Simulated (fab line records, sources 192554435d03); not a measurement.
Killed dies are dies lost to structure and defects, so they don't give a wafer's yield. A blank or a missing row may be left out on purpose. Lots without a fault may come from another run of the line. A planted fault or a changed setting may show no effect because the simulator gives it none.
Split-lot experiment | flow n5_finfet | 7 lots, 21 wafers read, on a route of 1938 steps

THE SPLIT
At N5_BEOL_M0_SAQP_COAT_69 (time 60 s, resist thk 90 nm), the setting spin_rpm was moved away from the recipe's 1500 rpm on 4 of the 21 wafers read, by +4.2% to +8.6%. The other wafers ran this setting at the recipe's value.

FROM THE SPLIT TO THE READING: what the file shows between them, 5 steps
- N5_BEOL_M0_SAQP_COAT_87: time 60 s, resist thk 5 nm (also split here: temp_c)
- N5_BEOL_M0_SAQP_COAT_34: resist thk 30 nm
- N5_BEOL_M0_SAQP_EBR_36
- N5_BEOL_M0_CUTY_DESCUM_61: chemistry O2, time 7.9 s
- N5_BEOL_M0_CUTY_ETCH_62: etches SiARC in CF4, time 58.5 s

THE READING
etch.depth_nm (the simulator's own value, which no gauge read), in nm, at N5_BEOL_M0_CUTY_ETCH_63 (etches SOC in N2/H2, target depth 82.7 nm, overetch 16.5 nm, time 124 s). The file gives no usual value for it. The 17 wafers here that ran the recipe average 70.60 nm, standard deviation 0.47 nm.

wafer  | tool, chamber at the split | spin_rpm as run, rpm | against the recipe | etch.depth_nm, nm | against lot-mates on the recipe
L078.2 | litho_track-05, 0          | 1500                 | recipe             | 71.1              | -
L078.4 | litho_track-05, 0          | 1500                 | recipe             | 70.54             | -
L078.5 | litho_track-05, 0          | 1629                 | +8.6%              | 66.34             | -4.48
L080.2 | litho_track-04, 0          | 1500                 | recipe             | 70.91             | -
L080.3 | litho_track-04, 0          | 1500                 | recipe             | 69.82             | -
L080.4 | litho_track-04, 0          | 1500                 | recipe             | 70.17             | -
L083.1 | litho_track-05, 0          | 1500                 | recipe             | 70.54             | -
L083.3 | litho_track-05, 0          | 1500                 | recipe             | 70.25             | -
L083.6 | litho_track-05, 0          | 1500                 | recipe             | 70.91             | -
L086.1 | litho_track-03, 0          | 1500                 | recipe             | 70.31             | -
L086.5 | litho_track-03, 0          | 1500                 | recipe             | 70.81             | -
L086.6 | litho_track-03, 0          | 1500                 | recipe             | 70.9              | -
L089.1 | litho_track-03, 0          | 1563                 | +4.2%              | 68.75             | -1.67
L089.3 | litho_track-03, 0          | 1500                 | recipe             | 70.42             | -
L089.6 | litho_track-03, 0          | 1563                 | +4.2%              | 68.79             | -1.63
L092.2 | litho_track-04, 0          | 1500                 | recipe             | 71.27             | -
L092.3 | litho_track-04, 0          | 1500                 | recipe             | 70.63             | -
L092.6 | litho_track-04, 0          | 1500                 | recipe             | 71.6              | -
L094.2 | litho_track-03, 0          | 1500                 | recipe             | 69.99             | -
L094.4 | litho_track-03, 0          | 1582                 | +5.5%              | 68.19             | -1.81
L094.6 | litho_track-03, 0          | 1500                 | recipe             | 70.02             | -

THE FIT
A straight line over all 21 wafers: etch.depth_nm changes by -0.47 nm for each +1% of spin_rpm; r = -0.93; the points scatter about the line by 0.45 nm.
The same after taking each lot's own level away (the mean of its wafers on the recipe; 21 wafers): -0.452 nm for each +1%; r = -0.95; scatter 0.37 nm.
On that fit, the largest move of spin_rpm shifts the reading by 3.9 nm.
The lots' own levels span 70.005 to 71.167 nm, that is 2.5 times the standard deviation above.
So the lot-to-lot level changes the slope little: the two slopes agree.
Check: with one of the wafers moved furthest among these (+8.6%) left out of the fit, the line predicts -3.14 nm for it against its lot-mates. It came out at -4.48 nm against them.

OTHER SPLITS ON THESE WAFERS
These wafers also went through other splits before the reading. Each is held against what the fit with the lots' levels taken away leaves over:
other split on the same wafers        | wafers away from the commonest value | r with etch.depth_nm (lot level and that fit taken away)
N5_SDB_ETCH_25 time_s                 | 8                                    | -0.10
N5_SDB_ALD_29 ald_cycles              | 4                                    | -0.18
N5_HKMG_FIN_EXPOSE_09 dose_mj         | 8                                    | +0.21
N5_GATE_CUT_ETCH_58 time_s            | 11                                   | +0.12
N5_MOL_CONTACT_COAG_ETCH_106 source_w | 10                                   | -0.13
N5_MOL_CONTACT_COAG_EXPOSE_81 dose_mj | 6                                    | -0.29
N5_BEOL_M0_SAQP_COAT_87 temp_c        | 8                                    | +0.43

THE WHOLE CHAIN: every reading that the file lists as answering this split, in the file's order
step                    | what it does                                                            | reading                                                                             | change (the file's fit)               | r (the file's)
N5_BEOL_M0_SAQP_COAT_69 | time 60 s, resist thk 90 nm                                             | SOC_of_BEOL_M0_SAQP_COAT_69.thk_nm (the simulator's own value, which no gauge read) | -0.46 nm for each +1% of the setting  | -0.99
N5_BEOL_M0_CUTY_ETCH_63 | etches SOC in N2/H2, target depth 82.7 nm, overetch 16.5 nm, time 124 s | etch.depth_nm (the simulator's own value, which no gauge read)                      | -0.456 nm for each +1% of the setting | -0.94

THE FILE'S OWN FIT
etch.depth_nm changes by -0.456 nm for each +1% of spin_rpm, r = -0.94.
